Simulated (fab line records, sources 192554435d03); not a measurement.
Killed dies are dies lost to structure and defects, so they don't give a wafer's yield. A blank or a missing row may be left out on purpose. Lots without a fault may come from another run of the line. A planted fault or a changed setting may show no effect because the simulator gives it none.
A struck lot beside a sound one | flow n5_finfet | 33 steps out of a route of 1938
Sound: wafers L666.2, L666.5. Struck: wafer L678.5. (L678.4 of the same lot was not struck and is left out.) The cause comes at the end.
At each step with rows: each side's tool, then ch and its chambers, then its first start. Under that, the readings that differ: sound wafers | struck wafers | difference of the means | sigmas: that difference in standard deviations of wafers without a fault.
alike: readings whose means differ by less than 2 such deviations, and words and numbers that are the same on both sides. not compared: withheld readings, readings that some wafer has no value for, bounds like >300 that may hide the same value, and numbers for which the record gives no deviation and whose values overlap.
The two part at a step that has a row with sigmas, a row that says differs or no value, or rows on one side only. Numbers that don't overlap but have no deviation are shown without sigmas and don't part them. A reading that every wafer of one side lacks parts them only if that side has two wafers or more.

first, 7 steps without rows for these wafers: N5_BEOL_M15_COAT_22 (resist thk 800 nm); N5_BEOL_M15_EBR_24; N5_BEOL_M15_SOFTBAKE_23 (time 60 s); N5_BEOL_M15_EXPOSE_25 (exposes mask M15, target cd 400 nm); N5_BEOL_M15_PEB_26 (peb time 90 s); N5_BEOL_M15_DEVELOP_27 (develop time 45 s); N5_BEOL_M15_HARDBAKE_32 (time 120 s).
N5_BEOL_M15_CD_MEAS_28: target cd 407.6 nm.
  sound on cd_sem-01 ch 0, day 11 09:55; struck on cd_sem-01 ch 0, day 14 15:38
  alike: cd_nm
N5_BEOL_M15_OVL_MEAS_29:
  sound on overlay-02 ch 0, day 11 09:57; struck on overlay-01 ch 0, day 14 15:40
  alike: M15_OVL
N5_BEOL_M15_INSPECT_30: inspects for defects (macro).
  sound on defect_inspect-01, day 11 09:58; struck on defect_inspect-01, day 14 15:41
  alike: raw_defect_count
N5_BEOL_M15_DESCUM_33: chemistry O2, time 7.9 s.
  sound on rie_diel-04 ch 0,3, day 11 10:09; struck on rie_diel-06 ch 1, day 14 15:43
  alike: chamber_pressure_mTorr, drypump_motor_current_A, oes_product_au, rf_vpp_V, showerhead_plenum_p_Torr, throttle_valve_pct
  not compared: rf_hours_counter_h
then, 1 step without rows for these wafers: N5_BEOL_M15_ETCH_61 (etches BARC in N2/H2, target depth 89 nm, overetch 26.7 nm, time 67.9 s).
N5_BEOL_M15_TRENCH_ETCH_34: etches SiO2 in C4F8/O2/Ar, target depth 872.93 nm, time 199 s.
  sound on rie_diel-04 ch 0,3, day 11 10:14; struck on rie_diel-06 ch 1, day 14 15:48
  reading                                    | sound       | struck | difference | sigmas
  model.etch.depth_nm (nm)                   | 876.5 868.2 | 779.7  | -92.6      |
  model.coat_of_BEOL_M15_COAT_22.thk_nm (nm) | 541.6 539.6 | 558.6  | +18.0      |
  alike: chamber_pressure_mTorr, drypump_motor_current_A, oes_product_au, rf_vpp_V, showerhead_plenum_p_Torr, throttle_valve_pct
  not compared: rf_hours_counter_h
N5_BEOL_M15_STRIP_36: strips in O2.
  sound on rie_diel-02 ch 0,2, day 11 10:32; struck on rie_diel-06 ch 0, day 14 17:49
  reading                        | sound       | struck | difference | sigmas
  chamber_pressure_mTorr (mTorr) | 30.01 30.13 | 29.96  | -0.11      | -2
  throttle_valve_pct (%)         | 16.62 16.95 | 16.09  | -0.70      | -3
  alike: drypump_motor_current_A, oes_product_au, rf_vpp_V, showerhead_plenum_p_Torr
  not compared: rf_hours_counter_h
then, 2 steps without rows for these wafers: N5_BEOL_M15_STRIP_62 (strips in O2); N5_BEOL_M15_STRIP_37 (strips in O2).
N5_BEOL_M15_ETCH_38: etches SiCN in CF4/N2, target depth 106.4 nm, time 120.5 s.
  sound on rie_diel-02 ch 0,2; struck on rie_diel-06 ch 0
  reading                        | sound       | struck | difference | sigmas
  chamber_pressure_mTorr (mTorr) | 39.96 39.94 | 40.02  | +0.07      | +2
  throttle_valve_pct (%)         | 15.38 15.69 | 14.92  | -0.62      | -3
  alike: drypump_motor_current_A, n2_flow_sccm, oes_product_au, rf_vpp_V, showerhead_plenum_p_Torr
  not compared: rf_hours_counter_h
then, 3 steps without rows for these wafers: N5_BEOL_M15_PRECLEAN_39 (cleans in residue remover, time 60 s); N5_BEOL_M15_SRD_40 (time 30 s, dry time 30 s); N5_BEOL_M15_DEGAS_41 (time 60 s).
N5_BEOL_M15_PRE_CLEAN_42: time 30 s.
  sound on pvd_sputter-01, day 11 10:55; struck on pvd_sputter-03, day 14 18:35
  reading            | sound   | struck | difference | sigmas
  heater_power_w (W) | 440 434 | 525    | +88        | +2
then, 5 steps without rows for these wafers: N5_BEOL_M15_SPUTTER_43 (material TaN, target thk 15 nm, time 24.19 s); N5_BEOL_M15_SPUTTER_44 (material Ta, target thk 15 nm, time 24.19 s); N5_BEOL_M15_SPUTTER_45 (material Cu, target thk 100 nm, time 16.67 s); N5_BEOL_M15_ECD_47 (material Cu, target thk 1860 nm); N5_BEOL_M15_ANNEAL_48 (time 90 s).
N5_BEOL_M15_CMP_49: polishes, stops on SiO2, t overpolish 4.9 s, target thk 850 nm.
  sound on cmp-01 ch 0,2, day 11 11:51; struck on cmp-04 ch 1, day 14 19:32
  reading                                 | sound       | struck | difference | sigmas
  model.Cu_of_BEOL_M15_ECD_47.thk_nm (nm) | 855.2 845.4 | 757.6  | -92.7      |
  alike: barrier_field_endpoint_s, motor_current_A, overpolish_run_s
N5_BEOL_M15_THK_MEAS_50: measures by xrf.
  sound on film_metro-01, day 11 12:04; struck on film_metro-02, day 14 19:43
  reading      | sound   | struck | difference | sigmas
  M15_THK (nm) | 840 827 | 751    | -82        | -5
then, 1 step without rows for these wafers: N5_BEOL_M15_PRE_CLEAN_52 (time 15 s).
N5_BEOL_M15_DEP_53: deposits SiCN from 3MS/NH3, target thk 50 nm, time 17.8 s.
  sound on pecvd-03 ch 2, day 11 12:08; struck on pecvd-04 ch 0, day 14 19:47
  reading                | sound     | struck | difference | sigmas
  throttle_valve_pct (%) | 15.9 15.8 | 20.5   | +4.6       | +3
  alike: showerhead_plenum_p_Torr
N5_BEOL_M15_RS_MEAS_54: measures by four-point-probe.
  sound on film_metro-01, day 11 12:12; struck on film_metro-01, day 14 19:50
  reading         | sound         | struck | difference | sigmas
  M15_RS (ohm/sq) | 0.0215 0.0218 | 0.0243 | +0.0026    | +7
N5_BEOL_M15_INSPECT_55: inspects for defects (darkfield).
  sound on defect_inspect-02, day 11 12:13; struck on defect_inspect-02, day 14 19:52
  alike: raw_defect_count
then, 1 step without rows for these wafers: N5_PASSIVATION_PROBE_49.

WHERE THEY PART
First at N5_BEOL_M15_STRIP_36; last, within this record, at N5_BEOL_M15_RS_MEAS_54. Later steps at which nothing parts them and some readings are alike: N5_BEOL_M15_INSPECT_55.

WHY: what the simulator had put in
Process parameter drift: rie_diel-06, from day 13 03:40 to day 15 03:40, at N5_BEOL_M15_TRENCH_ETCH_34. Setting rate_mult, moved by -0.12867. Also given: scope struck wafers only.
